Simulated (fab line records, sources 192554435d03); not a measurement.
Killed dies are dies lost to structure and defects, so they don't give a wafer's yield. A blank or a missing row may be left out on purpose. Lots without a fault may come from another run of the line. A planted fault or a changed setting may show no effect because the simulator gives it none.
fab line records | flow n5_finfet
record lots=7 wafers=39
route steps=1938 shown DUMMY_GATE@237 SD_EPI_N@281
start_h: hours from the record's first day to the start of the lot's first wafer shown | wait_h: hours since the lot's step before | " the same as in the row above | L1.1+2: a row that stands for several wafers | - no value, or no start given | * or withheld: withheld | < > ~ a bound
route shown NAME@n: a module of which the file shows steps, and the number in the route of the first | usual: mean/standard deviation of fault-free wafers | same: alike in all rows | chamber/n: place in a boat | sites: the reading at each site | _std_site: their standard deviation | _edge_site: outer sites' mean less inner sites' | radius_mm: how far each site lies from the wafer's centre | mask NAME#n: copy n | behind: the tool/chamber that last shaped the wafer | hold: why the lot was held/for how many hours/how that ended | device: the transistor (n, p or np) that didn't switch | end of line: the same wafers' tests at the end of the route | a step without rows: its recipe alone | killed: dies lost to structure and defects at the first sort, not the wafer's yield | map: a wafer's dies, x killed, . not, _ none there
set.NAME: the setting as run; set.NAME@STEP: as run at that earlier step | model.NAME: the simulator's own value behind a step, which no gauge read
lots whose settings were changed on purpose; a table a step, a row a wafer
## steps
# step N5_DUMMY_GATE_ETCH_37
# recipe chemistry=N2/H2 target=SOC target_depth_a=600 overetch_a=300 temp_c=40 ion_energy_ev=200 pressure_mtorr=30 source_w=840 bias_w=150 n2_flow_sccm=200 h2_flow_sccm=200
# usual rf_vpp_V=524.4/1.5
# columns lot.wafer tool chamber start_h wait_h set.source_w rf_vpp_V model.SiARC_of_DUMMY_GATE_COAT_35.thk_nm
L075.1 rie_diel-01 3 51.19 0.0 946.9 506.1 4.6
L075.2 " 2 " " 840 522.5 5
L075.3 " 0 " " 946.9 503.9 4.6
L075.4 " 3 " " 840 526.5 5
L075.5 " 2 " " 946.9 502.1 4.6
L075.6 " 0 " " 840 523.7 5
L078.1 rie_diel-05 1 74.20 0.0 840 524.7 5
L078.2 " 3 " " 950 502.8 4.6
L078.3 " 2 " " 840 524.7 5
L078.4 " 0 " " 950 503.1 4.8
L078.5 " 3 " " 840 524.1 5
L078.6 " 0 " " 950 501.1 4.8
L079.1 rie_diel-03 2 76.91 0.0 840 525.7 5
L079.2 " 1 " " 840 526.5 5
L079.3 " 3 " " 755.7 544.8 5.4
L079.4 " 0 " " 755.7 540.2 5.2
L079.5 " 1 " " 840 526.8 5
L079.6 " 2 " " 755.7 544.8 5.2
L084.1 rie_diel-03 1 108.37 0.0 840 527.5 5
L084.2 " 2 " " 840 523.3 4.8
L084.3 " 3 " " 840 524.7 5
L084.4 " 0 " " 840 521.3 5
L084.5 " 2 " " 840 524.8 4.8
L084.6 " 1 " " 840 526.5 5
L092.1 rie_diel-05 2 159.46 0.0 697.2 558.9 5.4
L092.2 " 0 " " 840 522.3 5.2
L092.3 " 1 " " 697.2 558.2 5.6
L092.4 " 3 " " 840 525.3 5
L092.5 " 0 " " 840 524.0 5.2
L092.6 " 1 " " 697.2 556.9 5.6
L094.1 rie_diel-03 0 173.44 0.0 840 521.1 5.2
L094.2 " 1 " " 840 525.9 5
L094.3 " 3 " " 840 525.8 5
L094.4 " 2 " " 840 525.0 5
L094.5 " 2 " " 840 525.0 5
L094.6 " 3 " " 840 524.6 5
L095.2 rie_diel-05 3 176.32 0.0 840 523.6 5
L095.3 " 1 " " 840 526.5 5
L095.6 " 3 " " 840 523.8 5
# step N5_SD_EPI_N_SD_RECESS_17
# recipe chemistry=HBr/Cl2/O2 target_depth_a=410 mask_material=SOC time_s=23.7 bt_time_s=3 pressure_mtorr=10 icp_w=800 bias_w=112 HBr_flow_sccm=150 Cl2_flow_sccm=80 O2_flow_sccm=12
# columns lot.wafer tool chamber start_h wait_h set.time_s model.Si_of_WELL_APT_EPI_41.thk_nm model.SD_EPI_N.feature_depth_nm model.etch.depth_nm
L075.1 rie_si-01 1 54.05 0.0 24.94 5.8 43.8 43.77
L075.2 " 0 " " 23.7 8.6 41.2 41.14
L075.3 " 2 " " 23.7 7.8 41.4 41.35
L075.4 " 3 " " 24.94 7 42.4 42.41
L075.5 " 2 " " 23.7 9 41.2 41.13
L075.6 " 1 " " 24.94 6.2 43.4 43.47
L078.1 rie_si-01 3 77.52 0.0 23.7 8.6 40.4 40.42
L078.2 " 0 " " 23.7 8.2 40.8 40.73
L078.3 " 2 " " 25.36 4.6 44.4 44.4
L078.4 " 1 " " 25.36 4.6 44.2 44.29
L078.5 " 2 " " 25.36 5.4 44 44.04
L078.6 " 3 " " 23.7 8.4 40.8 40.78
L079.1 rie_si-03 2 81.07 0.0 23.7 8.6 41.2 41.16
L079.2 " 0 " " 23.7 7.6 41.8 41.72
L079.3 " 1 " " 23.7 8.8 41.2 41.13
L079.4 " 3 " " 23.7 8 41.8 41.77
L079.5 " 0 " " 23.7 8.2 41.4 41.37
L079.6 " 1 " " 23.7 7.8 41.4 41.4
L084.1 rie_si-04 3 111.12 0.0 23.7 9.2 40.8 40.83
L084.2 " 1 " " 21.63 12.4 38 37.99
L084.3 " 0 " " 23.7 9 41.2 41.15
L084.4 " 2 " " 21.63 13 37.6 37.5
L084.5 " 3 " " 23.7 9.2 40.8 40.88
L084.6 " 0 " " 21.63 13.4 37.2 37.17
L092.1 rie_si-04 0 163.39 0.0 23.7 8.4 41.6 41.54
L092.2 " 2 " " 21.71 12.4 37.8 37.7
L092.3 " 1 " " 21.71 12 38.2 38.24
L092.4 " 3 " " 23.7 9.2 41.2 41.29
L092.5 " 1 " " 23.7 8.2 42.2 42.25
L092.6 " 0 " " 21.71 12.4 38 38.07
L094.1 rie_si-01 0 176.27 0.0 24.58 8.4 42.6 42.53
L094.2 " 1 " " 23.7 8.6 41.6 41.52
L094.3 " 3 " " 23.7 9.8 40.4 40.35
L094.4 " 2 " " 24.58 8.2 42.6 42.61
L094.5 " 1 " " 24.58 7.6 43 43.07
L094.6 " 0 " " 23.7 8.8 41 40.94
L095.2 rie_si-04 1 179.59 0.0 23.7 8.2 42 41.92
L095.3 " 0 " " 23.7 8.2 41.6 41.62
L095.6 " 3 " " 23.7 9 41.6 41.54
# step N5_SD_EPI_N_STRIP_38
# recipe chemistry=N2/H2 power_w=1000 temp_c=250 h2_frac=0.65 overash_fraction=0.3 pressure_mtorr=withheld n2_flow_sccm=1750 h2_flow_sccm=3250
# step N5_SD_EPI_N_WET_ETCH_43
# recipe chemistry=dHF dilution=withheld time_s=14 target=SiO2 target_depth_a=15 temp_c=25
# step N5_SD_EPI_N_STRIP_18
# recipe chemistry=SPM time_s=750 temp_c=130 h2so4_h2o2_vol_ratio=4
# columns lot.wafer tool chamber start_h wait_h set.time_s@SD_EPI_N_SD_RECESS_17 model.Si_of_WELL_APT_EPI_41.thk_nm
L075.1 wet_bench-05 6 54.24 0.0 24.94 5.4
L075.2 " 5 " " 23.7 8.2
L075.3 " 4 " " 23.7 7.4
L075.4 " 3 " " 24.94 6.6
L075.5 " 7 " " 23.7 8.8
L075.6 " 2 " " 24.94 5.8
L078.1+6 wet_bench-05 0,5 77.71 0.0 23.7 8.2
L078.2 " 7 " " 23.7 7.8
L078.3+4 " 6,3 " " 25.36 4.2
L078.5 " 4 " " 25.36 5
L079.1 wet_bench-01 6 81.26 0.0 23.7 8.2
L079.2 " 0 " " 23.7 7.2
L079.3 " 4 " " 23.7 8.6
L079.4 " 3 " " 23.7 7.6
L079.5 " 5 " " 23.7 7.8
L079.6 " 7 " " 23.7 7.4
L084.1 wet_bench-05 0 111.31 0.0 23.7 9
L084.2 " 5 " " 21.63 12
L084.3 " 1 " " 23.7 8.6
L084.4 " 4 " " 21.63 12.6
L084.5 " 2 " " 23.7 8.8
L084.6 " 3 " " 21.63 13
L092.1 wet_bench-05 7 163.58 0.0 23.7 8.2
L092.2+6 " 1,5 " " 21.71 12
L092.3 " 6 " " 21.71 11.8
L092.4 " 0 " " 23.7 9
L092.5 " 4 " " 23.7 8
L094.1 wet_bench-01 2 176.45 0.0 24.58 8.2
L094.2 " 7 " " 23.7 8.2
L094.3 " 1 " " 23.7 9.6
L094.4 " 3 " " 24.58 7.8
L094.5 " 0 " " 24.58 7.2
L094.6 " 4 " " 23.7 8.4
L095.2+3 wet_bench-05 1,5 179.77 0.0 23.7 7.8
L095.6 " 6 " " 23.7 8.6
## key
split step=N5_DUMMY_GATE_ETCH_37 setting=source_w stated=840 by=wafer
response step=N5_DUMMY_GATE_ETCH_37 reading=rf_vpp_V change=-1.79 per=1% r=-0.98
response step=N5_DUMMY_GATE_ETCH_37 reading=model.SiARC_of_DUMMY_GATE_COAT_35.thk_nm change=-0.025 per=1% r=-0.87
split step=N5_SD_EPI_N_SD_RECESS_17 setting=time_s stated=23.7 by=wafer
response step=N5_SD_EPI_N_SD_RECESS_17 reading=model.Si_of_WELL_APT_EPI_41.thk_nm change=-0.437 per=1% r=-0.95
response step=N5_SD_EPI_N_SD_RECESS_17 reading=model.SD_EPI_N.feature_depth_nm change=+0.427 per=1% r=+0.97
response step=N5_SD_EPI_N_SD_RECESS_17 reading=model.etch.depth_nm change=+0.435 per=1% r=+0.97
response step=N5_SD_EPI_N_STRIP_18 reading=model.Si_of_WELL_APT_EPI_41.thk_nm change=-0.433 per=1% r=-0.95
